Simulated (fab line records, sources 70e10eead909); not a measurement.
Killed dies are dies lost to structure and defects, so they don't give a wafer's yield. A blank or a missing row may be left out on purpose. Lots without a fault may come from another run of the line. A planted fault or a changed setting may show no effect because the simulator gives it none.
Which tool did it? | flow nand_harc | 6 lots, 18 wafers sampled, at 5 steps of a route of 1302

WHAT THE GAUGES READ, wafer by wafer
NHARC_P_M0_CD_MEAS_09: target cd 90 nm.
lot  | measured     | on        | cd_nm (nm)
L506 | day 7 04:46  | cd_sem-03 | 90.4 89.2 89.5
L508 | day 8 03:13  | cd_sem-03 | 81.7 80.3 81.1
L513 | day 10 12:02 | cd_sem-03 | 90.1 91.5 91.3
L515 | day 11 03:21 | cd_sem-02 | 89.2 90.7 90.1
L520 | day 13 02:45 | cd_sem-01 | 90.3 91.5 90.6
L525 | day 15 11:08 | cd_sem-03 | 90.1 89.9 91.3

WHICH TOOL RAN EACH LOT (tool, then ch and the chambers of the sampled wafers, then the start)
lot  | NHARC_P_CONTACT_DEP_30          | NHARC_P_CONTACT_DESCUM_17          | NHARC_P_CONTACT_ETCH_31                       | NHARC_P_M0_PEB_07
L506 | pecvd-02 ch 0,1,2, day 6 23:06  | rie_diel-11 ch 0,2,3, day 7 00:47  | rie_diel-11 ch 0,1,3, day 7 04:41 or earlier  | litho_track-01 ch 0, day 7 04:41
L508 | pecvd-01 ch 0,1, day 7 21:28    | rie_diel-06 ch 0,2, day 7 23:13    | rie_diel-06 ch 2,3, day 8 03:08 or earlier    | litho_track-01 ch 0, day 8 03:08
L513 | pecvd-02 ch 0,1,2, day 10 06:17 | rie_diel-11 ch 1,2,3, day 10 08:04 | rie_diel-11 ch 1,2,3, day 10 11:58 or earlier | litho_track-04 ch 0, day 10 11:58
L515 | pecvd-01 ch 0,1, day 10 21:46   | rie_diel-11 ch 1,2, day 10 23:30   | rie_diel-11 ch 1,2,3, day 11 03:16 or earlier | litho_track-06 ch 0, day 11 03:16
L520 | pecvd-02 ch 0,2, day 12 21:02   | rie_diel-11 ch 0,3, day 12 22:44   | rie_diel-11 ch 0,1,3, day 13 02:40 or earlier | litho_track-04 ch 0, day 13 02:40
L525 | pecvd-02 ch 0,1,2, day 15 05:32 | rie_diel-01 ch 0,1,2, day 15 07:10 | rie_diel-01 ch 0,3, day 15 11:04 or earlier   | litho_track-06 ch 0, day 15 11:04
- NHARC_P_CONTACT_DEP_30: deposits SiNx, target thk 30 nm.
- NHARC_P_CONTACT_DESCUM_17: chemistry O2, time 3 s.
- NHARC_P_CONTACT_ETCH_31: etches the open film in CH3F/O2, target depth 30 nm, time 85.7 s.
- NHARC_P_M0_PEB_07: peb time 65 s.

THE ANSWER, worked out from the rows above alone
Rule: what is usual is taken from the lots themselves. Put in order of their means at a reading, lots are off if they are a third of the lots or fewer, leave a main group of 4 or more, and stand apart from it by a gap of 3 or more times the standard deviation of the main group's means; of several such gaps the widest counts. A main group whose means are all the same, to the digits that the tables above print for the reading, isn't used. A lot without any number at a reading at which 4 lots or more have one is off too. The other lots that the step has rows for count as sound.
Off: L508, at NHARC_P_M0_CD_MEAS_09 (cd_nm). The main group: mean 90.4 nm, standard deviation 0.48.
A tool fits if, at a process step before that reading, it ran every lot that is off, and no sound lot after the first of them. The gauges at NHARC_P_M0_CD_MEAS_09 are tried like those tools. NHARC_P_CONTACT_ETCH_31 gives no start for some lots, so the hours and the order of its lots are those of NHARC_P_M0_PEB_07. Can't be told from this: 2 tools fit, rie_diel-06 at NHARC_P_CONTACT_DESCUM_17 and NHARC_P_CONTACT_ETCH_31, litho_track-01 at NHARC_P_M0_PEB_07.

WHAT THE SIMULATOR HAD PUT IN
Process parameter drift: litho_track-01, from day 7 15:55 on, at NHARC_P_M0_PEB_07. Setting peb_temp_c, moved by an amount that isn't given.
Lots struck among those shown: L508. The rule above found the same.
